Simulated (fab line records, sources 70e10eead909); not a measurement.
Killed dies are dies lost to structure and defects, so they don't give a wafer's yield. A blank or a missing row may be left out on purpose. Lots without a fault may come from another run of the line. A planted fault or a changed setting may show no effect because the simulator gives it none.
Chamber matching | flow nand_harc | NHARC_A_STAIRCASE_DESCUM_11 on rie_diel-03: 4 sister chambers
The step chemistry O2, time 3 s. 4 wafers are shown with their chamber, then 7 later ones without.

WAFERS WITH THEIR CHAMBER
wafer  | chamber | showerhead_plenum_p_Torr (Torr)
L082.1 | 2       | 1.78
L082.4 | 1       | 1.85
L089.2 | 0       | 1.84
L089.4 | 3       | 1.99

WAFERS WITHOUT THEIR CHAMBER
wafer  | showerhead_plenum_p_Torr (Torr)
L089.6 | 1.98
L091.1 | 1.99
L091.3 | 1.85
L091.5 | 1.99
L092.2 | 1.78
L092.4 | 1.85
L092.5 | 1.85

WHICH CHAMBER EACH WENT THROUGH
wafer  | from the rows above | in truth
L089.6 | 3                   | 3
L091.1 | 3                   | 3
L091.3 | 1                   | 1
L091.5 | 3                   | 3
L092.2 | 2                   | 2
L092.4 | 1                   | 1
L092.5 | 1                   | 1
Placed correctly: 7 of 7. Can't be placed from these rows: 0. Placed wrongly: 0.
How it was worked out, from the rows above alone: a wafer's distance from a chamber is the root of the sum, over the readings, of the square of ((its reading less the chamber's mean) divided by the reading's scatter). The wafer belongs to the nearest chamber; if the next one is less than 2 further off, it can't be placed. A chamber's mean is the mean of its shown wafers. The scatter: with one shown wafer a chamber, the root of the mean of the squares of how far each hidden wafer lies from its nearest shown one.
